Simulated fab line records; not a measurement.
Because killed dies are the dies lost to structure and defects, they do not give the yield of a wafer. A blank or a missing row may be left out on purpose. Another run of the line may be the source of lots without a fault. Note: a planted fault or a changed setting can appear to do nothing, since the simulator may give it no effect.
Commonality check across tools + flow nand-harc + 33 wafers sampled across 11 lots

WHAT PROMPTED THE OPENING
Flagged at NHARC_P_BONDPAD_THK_MEAS_33: reading thk-nm, on 3 of 11 lots. No-fault wafers: 200.0 nm, standard deviation 1.4.
Rule: a lot is flagged when every wafer of it that has a number lies more than 4 standard deviations from that mean, or none has a number. As for the other lots, they are considered sound.

| lot  | measured     | on            | thk-nm (nm), wafer by wafer | flag    |
|------|--------------|---------------|-----------------------------|---------|
| L826 | day 7 05:49  | film-metro-01 | 200.9 198.8 202.3           |         |
| L829 | day 8 16:35  | film-metro-01 | 200.5 202.0 202.4           |         |
| L830 | day 8 22:05  | film-metro-01 | 198.2 201.6 199.4           |         |
| L831 | day 9 14:11  | film-metro-01 | 201.8 200.0 199.4           |         |
| L834 | day 10 14:04 | film-metro-01 | 199.5 198.6 200.1           |         |
| L835 | day 11 02:00 | film-metro-02 | 201.0 202.6 203.1           |         |
| L836 | day 11 12:30 | film-metro-02 | 197.3 201.6 201.9           |         |
| L844 | day 14 14:11 | film-metro-02 | 246.7 244.5 248.7           | FLAGGED |
| L845 | day 15 08:56 | film-metro-02 | 247.0 261.2 253.1           | FLAGGED |
| L846 | day 15 16:39 | film-metro-01 | 243.6 250.7 249.7           | FLAGGED |
| L847 | day 16 01:37 | film-metro-01 | 197.5 199.7 200.9           |         |
On average the flagged lots' numbers are 249.5 nm, which is +49.5 nm against the usual, or +35 standard deviations.

WHICH TOOL EACH LOT WENT THROUGH
The record holds 3 process steps before the reading, out of a route of 1302 steps. Each cell gives the tool, then ch followed by the chambers the sampled wafers passed through, then the start.
| lot  | flag    | NHARC_P_M2_STRIP_18                | NHARC_P_M2_PRE_CLEAN_30                 | NHARC_P_BONDPAD_CMP_32        |
|------|---------|------------------------------------|-----------------------------------------|-------------------------------|
| L826 |         | rie-diel-08 ch 0,3, day 7 02:23    | pvd-sputter-01, day 7 04:26 or earlier  | cmp-04 ch 1,2, day 7 05:35    |
| L829 |         | rie-diel-02 ch 1,2, day 8 13:13    | pvd-sputter-03, day 8 15:13 or earlier  | cmp-02 ch 1,2, day 8 16:22    |
| L830 |         | rie-diel-08 ch 1,2,3, day 8 18:44  | pvd-sputter-02, day 8 20:43 or earlier  | cmp-02 ch 0,3, day 8 21:52    |
| L831 |         | rie-diel-08 ch 0,3, day 9 10:47    | pvd-sputter-02, day 9 12:49 or earlier  | cmp-03 ch 0,2,3, day 9 13:56  |
| L834 |         | rie-diel-08 ch 0,1,2, day 10 10:35 | pvd-sputter-03, day 10 12:41 or earlier | cmp-03 ch 1,2, day 10 13:49   |
| L835 |         | rie-diel-02 ch 0,2, day 10 22:35   | pvd-sputter-03, day 11 00:37 or earlier | cmp-04 ch 0,2,3, day 11 01:46 |
| L836 |         | rie-diel-02 ch 0,1, day 11 09:07   | pvd-sputter-03, day 11 11:08 or earlier | cmp-04 ch 0,3, day 11 12:15   |
| L844 | FLAGGED | rie-diel-08 ch 0,2,3, day 14 10:46 | pvd-sputter-03, day 14 12:46 or earlier | cmp-03 ch 0,1,2, day 14 13:56 |
| L845 | FLAGGED | rie-diel-02 ch 0,3, day 15 05:29   | pvd-sputter-01, day 15 07:34 or earlier | cmp-04 ch 0,2,3, day 15 08:43 |
| L846 | FLAGGED | rie-diel-08 ch 0,1, day 15 13:03   | pvd-sputter-02, day 15 15:06 or earlier | cmp-03 ch 1,3, day 15 16:25   |
| L847 |         | rie-diel-09 ch 0,3, day 15 22:13   | pvd-sputter-01, day 16 00:14 or earlier | cmp-04 ch 0,1, day 16 01:22   |
What is done by these steps:
- NHARC_P_M2_STRIP_18: strips in N2/H2.
- NHARC_P_M2_PRE_CLEAN_30: time 30 s.
- NHARC_P_BONDPAD_CMP_32: polishes SiCN, target thk 200 nm.
- NHARC_P_BONDPAD_THK_MEAS_33: measures by ellipsometry.

FLAGGED AGAINST TOTAL, ONE TOOL AT A TIME (gauges that did the reading follow at the end)
| step                        | tool           | lots run | flagged | share of the flagged lots | sound lots run after its first flagged lot |
|-----------------------------|----------------|----------|---------|---------------------------|--------------------------------------------|
| NHARC_P_M2_STRIP_18         | rie-diel-02    | 4        | 1       | some                      | 0                                          |
| NHARC_P_M2_STRIP_18         | rie-diel-08    | 6        | 2       | some                      | 0                                          |
| NHARC_P_M2_STRIP_18         | rie-diel-09    | 1        | 0       | none                      | -                                          |
| NHARC_P_M2_PRE_CLEAN_30     | pvd-sputter-01 | 3        | 1       | some                      | 1 (L847)                                   |
| NHARC_P_M2_PRE_CLEAN_30     | pvd-sputter-02 | 3        | 1       | some                      | 0                                          |
| NHARC_P_M2_PRE_CLEAN_30     | pvd-sputter-03 | 5        | 1       | some                      | 0                                          |
| NHARC_P_BONDPAD_CMP_32      | cmp-02         | 2        | 0       | none                      | -                                          |
| NHARC_P_BONDPAD_CMP_32      | cmp-03         | 4        | 2       | some                      | 0                                          |
| NHARC_P_BONDPAD_CMP_32      | cmp-04         | 5        | 1       | some                      | 1 (L847)                                   |
| NHARC_P_BONDPAD_THK_MEAS_33 | film-metro-01  | 7        | 1       | some                      | 1 (L847)                                   |
| NHARC_P_BONDPAD_THK_MEAS_33 | film-metro-02  | 4        | 2       | some                      | 0                                          |
NHARC_P_M2_PRE_CLEAN_30: start missing for some lots; hours and lot order therefore follow NHARC_P_M2_THK_MEAS_24.

WHAT IS ALLOWED BY THE TABLE
No row of the table ran every flagged lot.

WHAT HAD BEEN PUT IN BY THE SIMULATOR
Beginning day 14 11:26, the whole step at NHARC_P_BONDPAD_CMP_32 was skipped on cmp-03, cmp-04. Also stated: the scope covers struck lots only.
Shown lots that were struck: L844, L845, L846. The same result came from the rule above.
